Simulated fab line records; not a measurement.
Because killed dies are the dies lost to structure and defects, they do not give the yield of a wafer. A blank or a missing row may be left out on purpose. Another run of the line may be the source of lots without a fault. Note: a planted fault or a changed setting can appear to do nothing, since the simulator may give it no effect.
Which of the tools did it? -- flow n5_finfet -- 10 lots, 30 wafers sampled, at 2 steps of a route of 1938

WHAT THE GAUGES READ, wafer by wafer
N5_MOL_CONTACT_COAG_INSPECT_10: inspects for defects (brightfield).
lot,measured,on,raw_defect_count
L075,day 4 22:07,defect_inspect-02,112 63 100
L077,day 5 14:27,defect_inspect-02,65 79 64
L079,day 5 21:49,defect_inspect-01,68 58 48
L081,day 6 11:30,defect_inspect-01,76 78 84
L083,day 7 03:54,defect_inspect-01,39 79 42
L085,day 7 14:32,defect_inspect-01,124 75 73
L087,day 8 04:10,defect_inspect-02,51 93 55
L092,day 9 03:26,defect_inspect-01,85 59 44
L094,day 9 16:17,defect_inspect-01,64 58 78
L096,day 10 03:19,defect_inspect-02,79 78 114

WHAT TOOL EACH LOT RAN ON (gives the tool, then ch and the chambers of the sampled wafers, and finally the start)
lot,N5_HKMG_FIN_ETCH_86
L075,"rie_diel-06 ch 1,2, day 4 11:28"
L077,"rie_diel-06 ch 0,3, day 4 23:14"
L079,"rie_diel-05 ch 0,1,2, day 5 10:59"
L081,"rie_diel-05 ch 1,2,3, day 5 23:41"
L083,"rie_diel-05 ch 1,2,3, day 6 17:13"
L085,"rie_diel-06 ch 0,2,3, day 7 03:19"
L087,"rie_diel-03 ch 1,2, day 7 16:49"
L092,"rie_diel-03 ch 0,3, day 8 16:30"
L094,"rie_diel-06 ch 1,3, day 9 04:29"
L096,"rie_diel-06 ch 0,1,2, day 9 16:32"
- N5_HKMG_FIN_ETCH_86: etches SOC in N2/H2, stops on TiN, target depth 393.2 nm.

THE ANSWER, worked out from the rows above alone
Rule: usual is defined by the lots themselves. Put in order of their means at a reading, lots are off if they are a third of the lots or fewer, leave a main group of 4 or more, and stand apart from it by a gap of 3 or more times the standard deviation of the main group's means; of several such gaps the widest counts. The tables above print the reading to a certain number of digits; a main group whose means all agree to those digits is not used. Also off: a lot with no number at a reading for which 4 or more lots have one. Any other lot the step has rows for is counted as sound.
None of the lots is off at any reading shown; this tells nothing.

WHAT HAD BEEN PUT IN BY THE SIMULATOR
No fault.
